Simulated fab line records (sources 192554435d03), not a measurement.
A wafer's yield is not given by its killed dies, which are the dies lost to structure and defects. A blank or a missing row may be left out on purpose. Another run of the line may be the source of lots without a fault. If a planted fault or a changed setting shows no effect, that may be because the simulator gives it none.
Matching of chambers | flow n5-finfet | N5_BEOL_M5_ETCH_75 on rie-diel-04 has 4 sister chambers
The step etches underlayer in N2/H2, target depth 6.5 nm, time 5.2 s. 4 wafers are shown with their chamber, then 10 later ones without.

WAFERS, EACH WITH ITS CHAMBER
wafer  | chamber | showerhead-plenum-p-Torr (Torr)
L085.4 | 3       | 2.69
L085.5 | 2       | 2.60
L090.3 | 0       | 2.59
L090.4 | 1       | 2.61

WAFERS MISSING THEIR CHAMBER
wafer  | showerhead-plenum-p-Torr (Torr)
L090.6 | 2.68
L092.2 | 2.59
L092.4 | 2.68
L092.6 | 2.59
L096.2 | 2.60
L096.3 | 2.59
L096.4 | 2.68
L097.1 | 2.59
L097.2 | 2.67
L097.6 | 2.59

THE CHAMBER EACH PASSED THROUGH
wafer  | from the rows above          | in truth
L090.6 | 3                            | 3
L092.2 | can't be placed: 0 or 2      | 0
L092.4 | 3                            | 3
L092.6 | can't be placed: 0 or 2      | 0
L096.2 | can't be placed: 2 or 1 or 0 | 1
L096.3 | can't be placed: 0 or 2      | 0
L096.4 | 3                            | 3
L097.1 | can't be placed: 0 or 2      | 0
L097.2 | 3                            | 3
L097.6 | can't be placed: 0 or 2      | 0
Correctly placed: 4 of 10. From these rows, 6 cannot be placed; in 6 the true chamber is one of the candidates. 0 placed wrongly.
How it was worked out, from the rows above alone: a wafer's distance from a chamber is the root of the sum, over the readings, of the square of ((its reading less the chamber's mean) divided by the reading's scatter). If the next closest chamber is less than 2 further off than the closest, the wafer can't be placed; otherwise it belongs to the closest. For every chamber, the mean is computed from those of its wafers that are shown. The scatter (one wafer shown for each chamber): square how far every hidden wafer sits from the nearest shown wafer, average those squares and take the square root.
